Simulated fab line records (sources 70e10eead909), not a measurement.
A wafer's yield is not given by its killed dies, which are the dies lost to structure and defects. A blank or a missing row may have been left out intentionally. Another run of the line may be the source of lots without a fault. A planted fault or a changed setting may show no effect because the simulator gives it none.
Matching of chambers | flow nandHarc | rieDiel-10 running NHARC_A_BLC_DESCUM_15: 4 sister chambers
The step chemistry O2, time 3 s. 22 wafers are shown with their chamber, then 11 later ones without.

EACH WAFER AND ITS CHAMBER
wafer  | chamber | drypumpMotorCurrentA (A) | oesProductAu (a.u.) | rfVppV (V)
L074.1 | 2       | 5.0                      | 0.988               | 56.9
L074.2 | 3       | 5.4                      | 0.993               | 57.3
L074.6 | 3       | 5.4                      | 0.995               | 59.8
L075.2 | 2       | 5.0                      | 0.988               | 56.4
L075.4 | 0       | 5.7                      | 1.020               | 57.2
L075.5 | 1       | 5.7                      | 1.009               | 57.4
L077.2 | 0       | 5.7                      | 1.014               | 57.0
L077.4 | 3       | 5.4                      | 1.001               | 57.1
L077.6 | 2       | 5.0                      | 0.991               | 58.0
L081.2 | 2       | 5.0                      | 0.985               | 58.1
L081.4 | 1       | 5.7                      | 0.999               | 59.6
L081.5 | 1       | 5.6                      | 0.999               | 58.8
L078.1 | 2       | 5.0                      | 0.999               | 57.5
L078.2 | 1       | 5.6                      | 1.002               | 57.1
L078.4 | 3       | 5.4                      | 1.011               | 58.8
L084.1 | 1       | 5.6                      | 0.993               | 57.2
L084.2 | 2       | 5.0                      | 0.983               | 56.8
L084.6 | 1       | 5.6                      | 0.988               | 57.5
L080.1 | 2       | 5.0                      | 0.987               | 58.7
L080.5 | 3       | 5.4                      | 0.995               | 57.3
L080.6 | 2       | 5.0                      | 0.979               | 59.3
L085.1 | 2       | 4.9                      | 0.993               | 58.2

SIGNATURES (means of the wafers above)
reading              | chamber 0 | chamber 1 | chamber 2 | chamber 3 | scatter within a chamber
drypumpMotorCurrentA | 5.700     | 5.633     | 4.989     | 5.400     | 0.0351
oesProductAu         | 1.01700   | 0.99833   | 0.98811   | 0.99900   | 0.00653
rfVppV               | 57.100    | 57.933    | 57.767    | 58.060    | 1
Rule: for a wafer and a chamber, the distance is found by dividing, reading by reading, the gap between the wafer's reading and the chamber's mean by the reading's scatter, squaring, summing and taking the root. The wafer belongs to the nearest chamber; if the next one is less than 2 further off, it can't be placed. The scatter is the square root of a quotient: the sum, over the shown wafers, of each reading's squared deviation from its chamber's mean, divided by wafers minus chambers.

WAFERS WITH NO CHAMBER GIVEN
wafer  | drypumpMotorCurrentA (A) | oesProductAu (a.u.) | rfVppV (V)
L085.5 | 5.4                      | 0.984               | 57.4
L085.6 | 5.7                      | 1.002               | 58.0
L091.1 | 5.6                      | 0.988               | 57.6
L091.3 | 5.4                      | 0.987               | 57.0
L091.5 | 5.6                      | 0.970               | 56.8
L086.1 | 5.4                      | 1.002               | 58.2
L086.2 | 5.7                      | 0.996               | 58.1
L086.4 | 5.6                      | 0.986               | 58.8
L092.2 | 5.4                      | 0.991               | 58.7
L092.4 | 5.0                      | 0.989               | 59.1
L092.5 | 5.7                      | 0.995               | 58.1

THE CHAMBER EACH PASSED THROUGH
wafer  | from the rows above     | in truth
L085.5 | 3                       | 3
L085.6 | can't be placed: 1 or 0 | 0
L091.1 | 1                       | 1
L091.3 | 3                       | 3
L091.5 | 1                       | 1
L086.1 | 3                       | 3
L086.2 | can't be placed: 1 or 0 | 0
L086.4 | 1                       | 1
L092.2 | 3                       | 3
L092.4 | 2                       | 2
L092.5 | can't be placed: 1 or 0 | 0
Correct placement for 8 of the 11. Not placeable from these rows: 3 (in 3, the candidates include the true chamber). 0 placed wrongly.
